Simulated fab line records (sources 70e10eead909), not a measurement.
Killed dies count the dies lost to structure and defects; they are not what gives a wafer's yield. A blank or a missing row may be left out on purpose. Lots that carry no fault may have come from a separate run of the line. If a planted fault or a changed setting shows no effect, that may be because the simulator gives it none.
fab line records | flow nand-harc
record lots=7 | wafers=19 | last-day=32
route steps=1302 shown A_ZERO_WELL@412 A_SOURCE_PLATE@413 A_ONON_D1@424 END@1302
lots that met no fault: from a run of the same line without faults
start-h: hours from the record's opening day to when the first of the lot's shown wafers began | wait-h: hours since the lot's step before | " the same as in the row above | L1.1+2: a row that stands for several wafers | - either no value or no given start | * or withheld: withheld | < > ~ a bound
route shown NAME@n: names a module that has steps shown in the file, with the first one's number in the route | usual: average and standard deviation across the fault-free wafers | same: alike in all rows | chamber/n: place in a boat | sites: each site's reading | _std_site: the values' standard deviation | _edge_site: inner sites' mean taken away from outer sites' mean | radius-mm: for every site, how far away it sits from the centre of the wafer | mask NAME#n: copy n | behind: the tool/chamber that last shaped the wafer | hold: why the lot went on hold/how many hours it stayed there/how the hold came to an end | device: which transistor (n, p or np) failed to switch | end of line: the same wafers' tests at the end of the route | where a step has no rows: the recipe by itself | killed: at the first sort, the dies lost to defects and structure; wafer yield is something else | map: a wafer's dies, x killed, . not, _ none there
set.NAME: the run value of the setting; set.NAME@STEP: its run value at that earlier step | model.NAME: the simulator's own value behind a step, which no gauge read
certain route steps with their lots: each step a table, each wafer a row
services: the hour from which a tool's chamber was out of use, counted from the record's first day as start-h (under 0 if before that day), plus the number of hours and why
## steps
# step NHARC_A_ZERO_WELL_INSPECT_17
# usual raw-defect-count=10/4.3
lot.wafer | tool              | chamber | start-h | wait-h | raw-defect-count
L960.3    | defect-inspect-02 | -       | 171.58  | 0.1    | 9
L960.5    | "                 | -       | "       | "      | 8
L960.6    | "                 | -       | "       | "      | 17
L964.2    | defect-inspect-02 | -       | 207.78  | 0.1    | 9
L964.3    | "                 | -       | "       | "      | 7
L964.4    | "                 | -       | "       | "      | 9
L970.3    | defect-inspect-02 | -       | 268.81  | 0.1    | 5
L970.4    | "                 | -       | "       | "      | 6
L970.6    | "                 | -       | "       | "      | 2
L973.2    | defect-inspect-01 | -       | 303.89  | 0.1    | 8
L973.4    | "                 | -       | "       | "      | 4
L973.6    | "                 | -       | "       | "      | 9
L974.2    | defect-inspect-01 | -       | 312.25  | 0.1    | 9
L974.3    | "                 | -       | "       | "      | 17
L976.3    | defect-inspect-01 | -       | 326.07  | 0.1    | 8
L976.4    | "                 | -       | "       | "      | 6
L977.1    | defect-inspect-02 | -       | 341.73  | 0.2    | 7
L977.4    | "                 | -       | "       | "      | 5
L977.6    | "                 | -       | "       | "      | 6
# step NHARC_A_SOURCE_PLATE_PRECLEAN_00
# recipe time-s=60 | chemistry=HF-LAST
# step NHARC_A_SOURCE_PLATE_SRD_01
# step NHARC_A_SOURCE_PLATE_OXIDE_02
# recipe target-thk-a=100 | temp-c=900 | ox-time-s=1362 | material=SiO2
# step NHARC_A_SOURCE_PLATE_THK_MEAS_09
# recipe thk-meas-gauge=ellipsometry
# usual thk-nm=9.7/0.97
lot.wafer | tool          | chamber | start-h | wait-h | thk-nm
L960.3    | film-metro-02 | -       | 178.86  | 0.4    | 9.6
L960.5    | "             | -       | "       | "      | 9.0
L960.6    | "             | -       | "       | "      | 11.4
L964.2    | film-metro-02 | -       | 215.12  | 0.4    | 9.8
L964.3    | "             | -       | "       | "      | 10.6
L964.4    | "             | -       | "       | "      | 9.3
L970.3    | film-metro-02 | -       | 275.64  | 0.4    | 10.2
L970.4    | "             | -       | "       | "      | 9.8
L970.6    | "             | -       | "       | "      | 9.9
L973.2    | film-metro-01 | -       | 312.28  | 0.4    | 10.3
L973.4    | "             | -       | "       | "      | 10.5
L973.6    | "             | -       | "       | "      | 9.2
L974.2    | film-metro-01 | -       | 319.99  | 0.4    | 9.4
L974.3    | "             | -       | "       | "      | 9.1
L976.3    | film-metro-02 | -       | 334.31  | 0.4    | 10.7
L976.4    | "             | -       | "       | "      | 9.9
L977.1    | film-metro-01 | -       | 350.50  | 0.4    | 9.1
L977.4    | "             | -       | "       | "      | 9.6
L977.6    | "             | -       | "       | "      | 9.0
# step NHARC_A_SOURCE_PLATE_PVD_04
# recipe target-thk-a=500 | material=WSi2
# step NHARC_A_SOURCE_PLATE_CVD_03
# recipe target-thk-a=2000 | temp-c=620 | pressure-mtorr=200 | time-s=4000 | material=poly-Si
# step NHARC_A_SOURCE_PLATE_ANNEAL_05
# recipe temp-c=850 | time-s=1800
# step NHARC_A_SOURCE_PLATE_THK_MEAS_06
# recipe thk-meas-gauge=ellipsometry
# usual thk-nm=200.0/2.1
lot.wafer | tool          | chamber | start-h | wait-h | thk-nm
L960.3    | film-metro-01 | -       | 191.30  | 0.4    | 201.0
L960.5    | "             | -       | "       | "      | 202.3
L960.6    | "             | -       | "       | "      | 203.3
L964.2    | film-metro-01 | -       | 230.54  | 0.4    | 200.1
L964.3    | "             | -       | "       | "      | 201.3
L964.4    | "             | -       | "       | "      | 198.9
L970.3    | film-metro-02 | -       | 288.64  | 0.4    | 201.9
L970.4    | "             | -       | "       | "      | 199.7
L970.6    | "             | -       | "       | "      | 199.2
L973.2    | film-metro-02 | -       | 327.04  | 0.4    | 204.8
L973.4    | "             | -       | "       | "      | 200.0
L973.6    | "             | -       | "       | "      | 200.1
L974.2    | film-metro-02 | -       | 332.92  | 0.4    | 202.0
L974.3    | "             | -       | "       | "      | 201.1
L976.3    | film-metro-01 | -       | 346.78  | 0.4    | 198.8
L976.4    | "             | -       | "       | "      | 196.5
L977.1    | film-metro-02 | -       | 362.94  | 0.4    | 198.6
L977.4    | "             | -       | "       | "      | 198.1
L977.6    | "             | -       | "       | "      | 200.1
# step NHARC_A_SOURCE_PLATE_INSPECT_08
# usual raw-defect-count=62/26
lot.wafer | tool              | chamber | start-h | wait-h | raw-defect-count
L960.3    | defect-inspect-01 | -       | 191.36  | 0.0    | 31
L960.5    | "                 | -       | "       | "      | 19
L960.6    | "                 | -       | "       | "      | 37
L964.2    | defect-inspect-01 | -       | 230.62  | 0.0    | 65
L964.3    | "                 | -       | "       | "      | 68
L964.4    | "                 | -       | "       | "      | 65
L970.3    | defect-inspect-02 | -       | 288.70  | 0.0    | 59
L970.4    | "                 | -       | "       | "      | 91
L970.6    | "                 | -       | "       | "      | 86
L973.2    | defect-inspect-01 | -       | 327.11  | 0.0    | 46
L973.4    | "                 | -       | "       | "      | 82
L973.6    | "                 | -       | "       | "      | 88
L974.2    | defect-inspect-01 | -       | 333.01  | 0.0    | 50
L974.3    | "                 | -       | "       | "      | 34
L976.3    | defect-inspect-02 | -       | 346.87  | 0.0    | 65
L976.4    | "                 | -       | "       | "      | 68
L977.1    | defect-inspect-02 | -       | 363.00  | 0.0    | 33
L977.4    | "                 | -       | "       | "      | 31
L977.6    | "                 | -       | "       | "      | 69
# step NHARC_A_ONON_D1_DEP_00
# recipe target-thk-a=10000 | n2-flow-sccm=2750 | n2o-flow-sccm=2000 | nh3-flow-sccm=500 | sih4-flow-sccm=210 | temp-c=400
lot.wafer  | tool          | chamber | start-h | wait-h
L960.3+5+6 | pecvd-onon-01 | 0       | 191.54  | 0.2
L964.2+3+4 | pecvd-onon-02 | 0       | 230.75  | 0.1
L970.3+4+6 | pecvd-onon-01 | 0       | 288.89  | 0.2
L973.2+4+6 | pecvd-onon-01 | 0       | 327.23  | 0.1
L974.2+3   | pecvd-onon-01 | 0       | 333.13  | 0.1
L976.3+4   | pecvd-onon-01 | 0       | 347.05  | 0.2
L977.1+4+6 | pecvd-onon-01 | 0       | 363.07  | 0.1
# step NHARC_A_ONON_D1_THK_MEAS_02
# recipe thk-meas-gauge=ellipsometry
# usual thk-nm=999/9.2
lot.wafer | tool          | chamber | start-h | wait-h | thk-nm
L960.3    | film-metro-02 | -       | 191.94  | -      | 1004
L960.5    | "             | -       | "       | "      | 1001
L960.6    | "             | -       | "       | "      | 1001
L964.2    | film-metro-02 | -       | 231.21  | -      | 1012
L964.3    | "             | -       | "       | "      | 1010
L964.4    | "             | -       | "       | "      | 1008
L970.3    | film-metro-01 | -       | 289.28  | -      | 1002
L970.4    | "             | -       | "       | "      | 1003
L970.6    | "             | -       | "       | "      | 1005
L973.2    | film-metro-01 | -       | 327.68  | -      | 1000
L973.4    | "             | -       | "       | "      | 998
L973.6    | "             | -       | "       | "      | 999
L974.2    | film-metro-01 | -       | 333.58  | -      | 993
L974.3    | "             | -       | "       | "      | 384
L976.3    | film-metro-02 | -       | 347.44  | -      | 388
L976.4    | "             | -       | "       | "      | 385
L977.1    | film-metro-02 | -       | 363.58  | -      | 1002
L977.4    | "             | -       | "       | "      | 393
L977.6    | "             | -       | "       | "      | 1003
# step NHARC_A_ONON_D1_DEP_03
# recipe target-thk-a=10000 | n2-flow-sccm=2750 | n2o-flow-sccm=2000 | nh3-flow-sccm=500 | sih4-flow-sccm=210 | temp-c=400
# step NHARC_END_SORT_01
# recipe temp-c=25
# usual killed-at-array=63/27 | killed-at-other=0.7/1.2 | killed-at-periphery=3.1/2 | killed-dies=67/28 | killed-open=3.0/1.9 | killed-short=2.2/1.5
# same gross-dies=677
lot.wafer | tool      | chamber | start-h | wait-h | killed-at-array | killed-at-other | killed-at-periphery | killed-dies | killed-open | killed-short
L964.2    | prober-01 | 0       | 623.97  | 2.8    | 106             | 0               | 4                   | 110         | 8           | 5
L964.3    | prober-01 | 0       | 624.76  | 3.1    | 106             | 3               | 1                   | 110         | 3           | 0
L964.4    | prober-01 | 0       | 625.55  | 3.4    | 92              | 3               | 5                   | 100         | 6           | 5
L974.2    | prober-02 | 0       | 750.56  | 2.8    | 52              | 0               | 4                   | 56          | 4           | 2
L974.3    | prober-02 | 0       | 751.36  | 3.1    | 676             | 0               | 1                   | 677         | 1           | 0
L977.4    | prober-01 | 0       | 767.60  | 3.4    | 676             | 0               | 1                   | 677         | 2           | 0
L976.3    | prober-02 | 0       | 773.14  | 3.1    | 674             | 1               | 2                   | 677         | 3           | 3
L976.4    | prober-02 | 0       | 773.94  | 3.4    | 676             | 0               | 1                   | 677         | 4           | 4
# killed by level:class
L964.2 A_SLIT:chamber-film-flake=40 A_CHANNEL_HOLE_D1:chamber-film-flake=25 A_CHANNEL_HOLE_D2:chamber-film-flake=20 A_CHANNEL_FILL_D1:chamber-film-flake=3 A_CONTACT:chamber-film-flake=3 A_CHANNEL_FILL_D1:geometric-particle:open=2 A_WL_FILL:geometric-particle:open=2 A_STAIRCASE:chamber-film-flake=2
L964.3 A_SLIT:chamber-film-flake=43 A_CHANNEL_HOLE_D1:chamber-film-flake=26 A_CHANNEL_HOLE_D2:chamber-film-flake=20 A_CONTACT:chamber-film-flake=7 A_WL_FILL:chamber-film-flake=3 THIN_TSV:chamber-film-flake=3 A_STAIRCASE:chamber-film-flake=2 A_CHANNEL_HOLE_D1:geometric-particle:open=1
L964.4 A_SLIT:chamber-film-flake=32 A_CHANNEL_HOLE_D2:chamber-film-flake=27 A_CHANNEL_HOLE_D1:chamber-film-flake=16 A_CONTACT:chamber-film-flake=5 A_STAIRCASE:chamber-film-flake=4 THIN_TSV:chamber-film-flake=3 P_GATE:geometric-particle:open=1 P_CONTACT:geometric-particle:open=1
L974.2 A_SLIT:chamber-film-flake=26 A_CHANNEL_HOLE_D1:chamber-film-flake=11 A_SGD_CUT:chamber-film-flake=7 A_CHANNEL_FILL_D2:chamber-film-flake=3 P_M0:geometric-particle:short=2 A_CONTACT:chamber-film-flake=2 P_GATE:geometric-particle:open=1 A_SOURCE_PLATE:geometric-particle:open=1
L974.3 A_ONON_D1:area-dep=630 A_SLIT:chamber-film-flake=30 A_SGD_CUT:chamber-film-flake=8 A_CHANNEL_HOLE_D1:chamber-film-flake=7 P_M0:geometric-particle:open=1 A_CONTACT:chamber-film-flake=1
L977.4 A_ONON_D1:area-dep=645 A_CHANNEL_HOLE_D1:chamber-film-flake=19 A_SLIT:chamber-film-flake=6 A_STAIRCASE:chamber-film-flake=2 A_SGD_CUT:geometric-particle:open=1 A_M0:geometric-particle:open=1 P_M1:chamber-film-flake=1 A_DECK1_JOINT:chamber-film-flake=1
L976.3 A_ONON_D1:area-dep=594 A_CHANNEL_HOLE_D1:chamber-film-flake=28 A_SLIT:chamber-film-flake=24 A_CHANNEL_HOLE_D2:chamber-film-flake=13 A_CONTACT:chamber-film-flake=5 A_ZERO_WELL:chamber-film-flake=4 P_CONTACT:geometric-particle:open=1 P_M0:geometric-particle:open=1
L976.4 A_ONON_D1:area-dep=582 A_CHANNEL_HOLE_D1:chamber-film-flake=34 A_SLIT:chamber-film-flake=28 A_CHANNEL_HOLE_D2:chamber-film-flake=17 A_CONTACT:chamber-film-flake=5 A_WL_FILL:geometric-particle:short=2 A_CHANNEL_HOLE_D1:geometric-particle:short=1 A_CHANNEL_FILL_D1:geometric-particle:open=1
# map L974.3 (x killed, . not)
____________x____________
_________xxxxxxx_________
_______xxxxxxxxxxx_______
______xxxxxxxxxxxxx______
_____xxxxxxxxxxxxxxx_____
____xxxxxxxxxxxxxxxxx____
____xxxxxxxxxxxxxxxxx____
___xxxxxxxxxxxxxxxxxxx___
___xxxxxxxxxxxxxxxxxxx___
__xxxxxxxxxxxxxxxxxxxxx__
__xxxxxxxxxxxxxxxxxxxxx__
_xxxxxxxxxxxxxxxxxxxxxxx_
_xxxxxxxxxxxxxxxxxxxxxxx_
_xxxxxxxxxxxxxxxxxxxxxxx_
_xxxxxxxxxxxxxxxxxxxxxxx_
_xxxxxxxxxxxxxxxxxxxxxxx_
xxxxxxxxxxxxxxxxxxxxxxxxx
xxxxxxxxxxxxxxxxxxxxxxxxx
xxxxxxxxxxxxxxxxxxxxxxxxx
xxxxxxxxxxxxxxxxxxxxxxxxx
xxxxxxxxxxxxxxxxxxxxxxxxx
_xxxxxxxxxxxxxxxxxxxxxxx_
_xxxxxxxxxxxxxxxxxxxxxxx_
_xxxxxxxxxxxxxxxxxxxxxxx_
_xxxxxxxxxxxxxxxxxxxxxxx_
_xxxxxxxxxxxxxxxxxxxxxxx_
__xxxxxxxxxxxxxxxxxxxxx__
__xxxxxxxxxxxxxxxxxxxxx__
___xxxxxxxxxxxxxxxxxxx___
___xxxxxxxxxxxxxxxxxxx___
____xxxxxxxxxxxxxxxxx____
____xxxxxxxxxxxxxxxxx____
_____xxxxxxxxxxxxxxx_____
______xxxxxxxxxxxxx______
_______xxxxxxxxxxx_______
_________xxxxxxx_________
____________x____________
# map L976.3 (x killed, . not)
____________x____________
_________xxxxxxx_________
_______xxxxxxxxxxx_______
______xxxxxxxxxxxxx______
_____xxxxxxxxxxxxxxx_____
____xxxxxxxxxxxxxxxxx____
____xxxxxxxxxxxxxxxxx____
___xxxxxxxxxxxxxxxxxxx___
___xxxxxxxxxxxxxxxxxxx___
__xxxxxxxxxxxxxxxxxxxxx__
__xxxxxxxxxxxxxxxxxxxxx__
_xxxxxxxxxxxxxxxxxxxxxxx_
_xxxxxxxxxxxxxxxxxxxxxxx_
_xxxxxxxxxxxxxxxxxxxxxxx_
_xxxxxxxxxxxxxxxxxxxxxxx_
_xxxxxxxxxxxxxxxxxxxxxxx_
xxxxxxxxxxxxxxxxxxxxxxxxx
xxxxxxxxxxxxxxxxxxxxxxxxx
xxxxxxxxxxxxxxxxxxxxxxxxx
xxxxxxxxxxxxxxxxxxxxxxxxx
xxxxxxxxxxxxxxxxxxxxxxxxx
_xxxxxxxxxxxxxxxxxxxxxxx_
_xxxxxxxxxxxxxxxxxxxxxxx_
_xxxxxxxxxxxxxxxxxxxxxxx_
_xxxxxxxxxxxxxxxxxxxxxxx_
_xxxxxxxxxxxxxxxxxxxxxxx_
__xxxxxxxxxxxxxxxxxxxxx__
__xxxxxxxxxxxxxxxxxxxxx__
___xxxxxxxxxxxxxxxxxxx___
___xxxxxxxxxxxxxxxxxxx___
____xxxxxxxxxxxxxxxxx____
____xxxxxxxxxxxxxxxxx____
_____xxxxxxxxxxxxxxx_____
______xxxxxxxxxxxxx______
_______xxxxxxxxxxx_______
_________xxxxxxx_________
____________x____________
## services
tool          | chamber | start-h | hours | kind
pecvd-onon-02 | -       | 185.00  | 13.0  | pm
pecvd-onon-01 | -       | 269.31  | 13.0  | pm
## key
first-sign step=NHARC_A_ONON_D1_THK_MEAS_02 | reading=thk-nm | direction=down | sigmas=67 | usual=999 | struck=387
effect step=NHARC_END_SORT_01 | reading=killed-at-array | direction=up | sigmas=22 | usual=63 | struck=676
more-kills-born-at NHARC_A_ONON_D1_DEP_00@pecvd-onon-01=2451
met-at NHARC_A_ONON_D1_DEP_00
struck-wafers L974.3,L976.3,L976.4,L977.4
later-rows-left-out L974.3,L976.3,L976.4,L977.4
tester-left-out L974,L976,L977
onset-between 327.23 333.13
fault kind=process-parameter-drift | tool=pecvd-onon-01 | chamber=- | onset-h=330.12 | steps=NHARC_A_ONON_D1_DEP_00 | channel=target-thk-a | offset=* | shape=step | end-h=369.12 | scope=struck-wafers-only | acts-in=* | stated=*
# tester-left-out: of these lots the tester's yield and bins aren't shown, on N5 and GAA mostly nor the transistor test; their killed dies are dies lost to structure and defects alone, not to doping, threshold or leakage, so they don't give the yield
# later-rows-left-out: the simulator's readings of these wafers behind a module that went badly wrong aren't trusted and aren't shown, but for the sort
